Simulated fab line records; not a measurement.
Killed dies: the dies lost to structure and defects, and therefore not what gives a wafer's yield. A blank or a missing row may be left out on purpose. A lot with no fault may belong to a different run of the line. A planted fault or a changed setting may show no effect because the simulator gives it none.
The tool behind it: which one?    flow n5 finfet    36 wafers from 12 lots sampled at 3 of the route's 1938 steps

## WHAT THE GAUGES SHOWED, per wafer
N5_BEOL_M7_OCD_MEAS_38.
lot   measured      on      trench depth nm (nm)
L077  day 9 10:17   ocd-02  93.0 93.0 90.5
L076  day 9 13:11   ocd-02  93.3 94.4 93.6
L078  day 10 14:55  ocd-01  92.9 93.1 95.9
L081  day 10 21:29  ocd-02  94.7 94.7 94.6
L083  day 11 14:39  ocd-01  94.9 92.6 94.6
L086  day 11 22:51  ocd-01  92.7 94.8 94.4
L087  day 12 17:23  ocd-02  94.8 91.2 91.1
L090  day 13 04:54  ocd-02  94.7 94.4 94.6
L089  day 13 18:07  ocd-02  92.1 95.6 92.7
L093  day 14 02:46  ocd-02  95.0 91.1 93.4
L094  day 14 13:27  ocd-01  95.8 94.4 95.1
L097  day 15 07:53  ocd-01  94.7 94.7 94.1

## TOOL THAT RAN EACH LOT (tool first, then ch and the chambers of the sampled wafers, then the start)
lot   N5_BEOL_M7_STRIP_67                 N5_BEOL_M7_VIA_ETCH_34
L077  rie diel-01 ch 0,3, day 9 08:59     rie diel-06 ch 0,3, day 9 10:02
L076  rie diel-01 ch 1,2,3, day 9 10:46   rie diel-05 ch 2,3, day 9 12:51
L078  rie diel-06 ch 1,2,3, day 10 11:51  rie diel-01 ch 0,2,3, day 10 14:40
L081  rie diel-01 ch 0,1,2, day 10 20:14  rie diel-05 ch 1,2, day 10 21:14
L083  rie diel-05 ch 0,3, day 11 11:52    rie diel-06 ch 2,3, day 11 14:24
L086  rie diel-06 ch 0,2,3, day 11 20:46  rie diel-05 ch 0,1,3, day 11 22:36
L087  rie diel-06 ch 0,1,2, day 12 15:58  rie diel-06 ch 0,1,3, day 12 17:08
L090  rie diel-06 ch 0,1, day 13 03:49    rie diel-06 ch 1,2, day 13 04:39
L089  rie diel-05 ch 0,1,2, day 13 14:50  rie diel-06 ch 0,1,3, day 13 17:52
L093  rie diel-06 ch 1,2, day 13 23:26    rie diel-01 ch 0,2,3, day 14 02:32
L094  rie diel-01 ch 2,3, day 14 12:20    rie diel-01 ch 2,3, day 14 13:12
L097  rie diel-06 ch 1,3, day 15 06:08    rie diel-01 ch 1,2,3, day 15 07:38
- N5_BEOL_M7_STRIP_67: strips in CF4.
- N5_BEOL_M7_VIA_ETCH_34: etches SiCOH lowk in C4F6/O2, target depth 125.5 nm, time 50.5 s.

## THE ANSWER, worked out from the rows above alone
Rule: the usual values come from the lots themselves. The widest of any qualifying gaps counts: lots, ordered by their means at a reading, are off when they make up no more than a third of the lots, leave a main group of 4 or more, and stand apart from it by 3 or more times the standard deviation of that group's means. A main group whose means are all the same, to the digits that the tables above print for the reading, isn't used. A lot without any number at a reading at which 4 lots or more have one is off too. Any other lot the step has rows for is counted as sound.
No lot is off on any of the readings shown, so nothing can be concluded from this.

## WHAT HAD BEEN PUT IN BY THE SIMULATOR
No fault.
